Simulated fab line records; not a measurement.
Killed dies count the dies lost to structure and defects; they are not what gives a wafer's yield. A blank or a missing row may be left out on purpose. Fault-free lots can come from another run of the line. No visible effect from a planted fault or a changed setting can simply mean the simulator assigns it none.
A lot that was struck, set against a sound lot :: flow nandHarc :: 22 steps out of a route of 1159
Sound: wafers L990.1, L990.4, L990.6. The struck wafers were L997.1, L997.3, L997.4. Last of all comes the cause.
For every step that has rows: the tool of each side, followed by ch and its chambers, followed by its first start. Under that, the readings that differ: sound wafers :: struck wafers :: difference of the means :: sigmas: that difference in standard deviations of wafers without a fault.
alike: same words and numbers on both sides, and readings whose means sit less than 2 such deviations apart. not compared: any withheld reading, any reading some wafer has no value for, any bound like >300 that may hide the same value, and any number with overlapping values for which the record gives no deviation.
The two part at a step that has a row with sigmas, a row that says differs or no value, or rows on one side only. Numbers that don't overlap but have no deviation are shown without sigmas and don't part them. A reading missing from all wafers of one side parts the sides only when that side holds two or more wafers.

NHARC_P_CONTACT_CMP_24: polishes, t overpolish 30 s, target thk 200 nm.
  sound on cmp-03 ch 1,2, day 7 17:59; struck on cmp-04 ch 0,2,3, day 9 18:04
  alike: motorCurrentA, overpolishRunS, retainingRingPressureFrac, timeToEndpointS
then, 1 step without rows for these wafers: NHARC_P_CONTACT_SRD_26.
NHARC_P_CONTACT_INSPECT_27:
  sound: defectInspect-01 at day 7 18:23; struck: defectInspect-01 at day 9 18:30
  alike: rawDefectCount
then, 8 steps without rows for these wafers: NHARC_P_M0_DEP_00 (deposits SiOC, target thk 150 nm); NHARC_P_M0_DEHYDRATE_01 (time 120 s); NHARC_P_M0_HMDS_02 (time 30 s); NHARC_P_M0_COAT_33 (time 65 s); NHARC_P_M0_COAT_03 (resist thk 90 nm); NHARC_P_M0_SOFTBAKE_04 (time 55 s); NHARC_P_M0_EBR_05; NHARC_P_M0_EXPOSE_06 (exposes mask P M0, target cd 90 nm).
NHARC_P_M0_PEB_07: peb time 65 s.
  sound on lithoTrack-01 ch 0, day 7 19:22; struck on lithoTrack-01 ch 0, day 9 19:19
reading: heaterPowerTotalW (W)
sound: 156.9 156.4 156.1
struck: 154.3 154.9 154.4
difference: -1.9
sigmas: -5

reading: plateTempC (C)
sound: 100.12 100.15 100.39
struck: 99.02 99.08 99.02
difference: -1.18
sigmas: -10
  alike: chillPlateTempC
then, 1 step without rows for these wafers: NHARC_P_M0_DEVELOP_08 (develop time 35 s).
NHARC_P_M0_CD_MEAS_09: the cd target is 90 nm.
  sound on cdSem-03 ch 0, day 7 19:27; struck on cdSem-02 ch 0, day 9 19:24
reading: cdNm (nm)
sound: 88.9 89.9 89.0
struck: 84.8 84.2 85.0
difference: -4.6
sigmas: -6
NHARC_P_M0_OVL_MEAS_10: pitch 180 nm.
  sound: overlay-02 at day 7 19:32; struck: overlay-02 at day 9 19:29
  alike: overlayXNm, overlayYNm
NHARC_P_M0_INSPECT_11:
  sound: defectInspect-02 at day 7 19:34; struck: defectInspect-01 at day 9 19:32
  alike: rawDefectCount
NHARC_P_M0_DESCUM_14: chemistry O2, time 3 s.
  sound on rieDiel-03 ch 0,1, day 7 19:38; struck on rieDiel-08 ch 1,2,3, day 9 19:36
reading: model.P_M0.cdNm (nm)
sound: 88.44 91.47 88.29
struck: 84.31 83.79 83.66
difference: -5.48
sigmas: 
  alike: drypumpMotorCurrentA, oesProductAu, rfVppV, showerheadPlenumPTorr, throttleValvePct
  not compared: rfHoursCounterH
NHARC_P_M0_ETCH_34: etches the open film in N2/H2, target depth 40 nm, overetch 12 nm, time 43.94 s.
  sound on rieDiel-03 ch 1,2, day 7 19:43; struck on rieDiel-08 ch 1,2,3, day 9 19:41
  alike: drypumpMotorCurrentA, oesProductAu, rfFwdPowerW, rfVppV, showerheadPlenumPTorr, throttleValvePct
  not compared: rfHoursCounterH
NHARC_P_M0_ETCH_15: etches the open film in C4F8/Ar, target depth 150 nm, overetch 15 nm, time 82.5 s.
  sound: rieDiel-03 ch 0,1,2; struck: rieDiel-08 ch 0,1,3
reading: model.P_M0.cdNm (nm)
sound: 87.45 91.65 87.36
struck: 83.61 84.11 83.1
difference: -5.21
sigmas: 
  alike: oesProductAu, rfFwdPowerW, rfVppV
  not compared: rfHoursCounterH
NHARC_P_M0_CD_MEAS_16:
  sound: cdSem-03 at day 7 19:56; struck: cdSem-02 at day 9 19:54
reading: cdNm (nm)
sound: 87.6 91.4 87.5
struck: 83.6 84.5 83.3
difference: -5.0
sigmas: -5
NHARC_P_M0_STRIP_18: strips in N2/H2.
  sound on rieDiel-08 ch 1,3, day 7 20:01; struck on rieDiel-09 ch 0,2,3, day 9 19:59
  alike: drypumpMotorCurrentA, oesProductAu, rfFwdPowerW, rfVppV, showerheadPlenumPTorr, throttleValvePct
  not compared: rfHoursCounterH
-- break in the record here, with 13 days between the starts of the struck wafers on either side (left off in module P_M0, picked up again in module END, where the first step shown is number 1159 on the route) --
NHARC_END_SORT_01:
  sound on prober-02 ch 0, day 21 06:13; struck on prober-02 ch 0, day 23 01:58
reading: killedAtOther
sound: 3 2 2
struck: 0 0
difference: -2
sigmas: -3

reading: killedShort
sound: 1 0 3
struck: 3 9
difference: +5
sigmas: +3
  alike: defectLimitedYield, killedAtArray, killedAtPeriphery, killedDies, killedOpen, sort_bin_2_pct, sort_bin_3_pct, sort_bin_4_pct, sortNPass, sortRimYieldPct, sortYieldPct

== WHERE THEY PART ==
At NHARC_P_M0_PEB_07 first; at NHARC_END_SORT_01 last (within this record only).

WHY: the cause the simulator had injected
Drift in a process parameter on lithoTrack-01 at NHARC_P_M0_PEB_07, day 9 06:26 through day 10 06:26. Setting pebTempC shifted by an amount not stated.
